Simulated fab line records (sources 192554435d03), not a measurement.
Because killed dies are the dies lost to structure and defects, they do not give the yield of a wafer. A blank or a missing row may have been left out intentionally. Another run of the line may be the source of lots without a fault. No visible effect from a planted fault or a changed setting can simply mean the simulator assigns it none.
A single fault, viewed from 3 desks :: flow n5 finfet :: every desk sees just its own numbers, and what lay behind them comes last
Where a reading is given only as a bound, like >300, the bound stands for it, and a mean or a difference that rests on one is marked > or <: the true number lies beyond.

DESK OF THE TOOL OWNER: wet bench-03
The tool's own readings at N5_ZERO_LAYER_PRECLEAN_00 (cleans in SPM, time 600 s): means of the sampled wafers that have a number, for each lot that ran on this tool. Marked OUT: a lot whose mean sits more than 4 standard deviations from the usual mean, which makes it out of limits; the brackets give that distance.
Columns: A = bath heat duty pct at N5_ZERO_LAYER_PRECLEAN_00, usual 13.2 %
lot: L209
first seen here: day 1 18:04
A: 12.7

lot: L213
first seen here: day 2 18:04
A: 12.7

lot: L229
first seen here: day 6 18:04
A: 14.2
Result from this desk: across the 3 lots, nothing is out of limits.

THE DEFECT DESK
Per lot, the means of the sampled wafers with a number show what the inspections along the route counted. Marked OUT: a lot whose mean sits more than 4 standard deviations from the usual mean, which makes it out of limits; the brackets give that distance.
Columns: A = raw defect count at N5_ZERO_LAYER_INSPECT_20, usual 33; B = raw defect count at N5_WELL_APT_INSPECT_10, usual 2.0
lot: L208
first seen here: day 1 13:25
A: 48
B: 2.5

lot: L209
first seen here: day 1 19:15
A: 19
B: 1.7

lot: L210
first seen here: day 2 01:17
A: 45
B: 3.3

lot: L211
first seen here: day 2 07:24
A: 17
B: 2.7

lot: L212
first seen here: day 2 13:46
A: 23
B: 1.7

lot: L213
first seen here: day 2 19:23
A: 61
B: 2.3

lot: L216
first seen here: day 3 13:21
A: 47
B: 0.3

lot: L229
first seen here: day 6 19:22
A: 420 (+24) OUT
B: >100 (>+70) OUT

lot: L230
first seen here: day 7 01:23
A: 15
B: 1.7

lot: L231
first seen here: day 7 07:41
A: 30
B: 2.0
Finding of this desk: L229 out of limits; the first was L229 at day 6 19:22, on raw defect count at N5_ZERO_LAYER_INSPECT_20. L208, L209, L210, L211, L212, L213, L216, L230, L231 stayed within limits.

AT THE METROLOGY DESK
Lot by lot, what the gauges showed, no matter which tool ran the lot: averages of those sampled wafers that carry a number. Marked OUT: a lot whose mean sits more than 4 standard deviations from the usual mean, which makes it out of limits; the brackets give that distance. Readings shown: 7 of its 12, picked as those furthest out on some lot.
Columns: A = cd nm at N5_WELL_APT_CD_MEAS_08, usual 200.2 nm; B = PMOS_HMC_BLK_OVL at N5_PMOS_HMC_CHANNEL_EPI_OVL_MEAS_10, usual 0.5 nm; C = DIBL_N at N5_BEOL_M4_RC_MEAS_101, usual 36.1 mV/V; D = IOFF_P at N5_BEOL_M4_RC_MEAS_101, usual 0.20 nA/um; E = ION_N at N5_BEOL_M4_RC_MEAS_101, usual 676 uA/um; F = ION_P at N5_BEOL_M4_RC_MEAS_101, usual 462 uA/um; G = VT_P at N5_BEOL_M4_RC_MEAS_101, usual -252 mV
lot: L208
first seen here: day 1 13:43
A: 199.7
B: 1.5
C: 37.2
D: 0.23
E: 688
F: 466
G: -249

lot: L209
first seen here: day 1 19:41
A: 197.7
B: -0.1
C: 36.1
D: 0.18
E: 676
F: 458
G: -253

lot: L210
first seen here: day 2 01:35
A: 201.5
B: 0.3
C: 35.9
D: 0.18
E: 678
F: 464
G: -251

lot: L211
first seen here: day 2 07:50
A: 200.4
B: 0.9
C: 36.9
D: 0.22
E: 682
F: 464
G: -252

lot: L212
first seen here: day 2 14:11
A: 197.1
B: -0.4
C: 36.6
D: 0.18
E: 673
F: 460
G: -254

lot: L213
first seen here: day 2 19:41
A: 197.7
B: 0.1
C: 35.1
D: 0.22
E: 670
F: 462
G: -250

lot: L216
first seen here: day 3 13:40
A: 199.6
B: 1.1
C: 36.1
D: 0.21
E: 673
F: 463
G: -250

lot: L229
first seen here: day 6 19:40
A: 200.5
B: -0.3
C: 38.0
D: 0.25
E: 677
F: 469
G: -245

lot: L230
first seen here: day 7 01:49
A: 199.0
B: 1.7
C: 38.3
D: 0.25
E: 659
F: 460
G: -248

lot: L231
first seen here: day 7 08:07
A: 202.2
B: 0.7
C: 36.3
D: 0.23
E: 690
F: 475
G: -247
Result from this desk: across the 10 lots, nothing is out of limits.

ALL TOGETHER
The defect desk could have raised an alarm at day 6 19:22, on L229.
The tool owner's desk saw nothing out of limits.
Nothing out of limits was seen by the metrology desk.
Tool owner's desk: L229 on record, inside its limits.
The metrology desk holds a record of L229, inside its limits.
Of the lots named, all ran N5_ZERO_LAYER_PRECLEAN_00 on wet bench-03.

WHAT THE SIMULATOR HAD INSERTED
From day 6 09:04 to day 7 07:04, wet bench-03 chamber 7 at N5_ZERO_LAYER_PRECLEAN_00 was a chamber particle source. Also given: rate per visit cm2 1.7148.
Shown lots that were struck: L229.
Hours from the fault's start to each desk's first reading out of limits: the defect desk, 10.
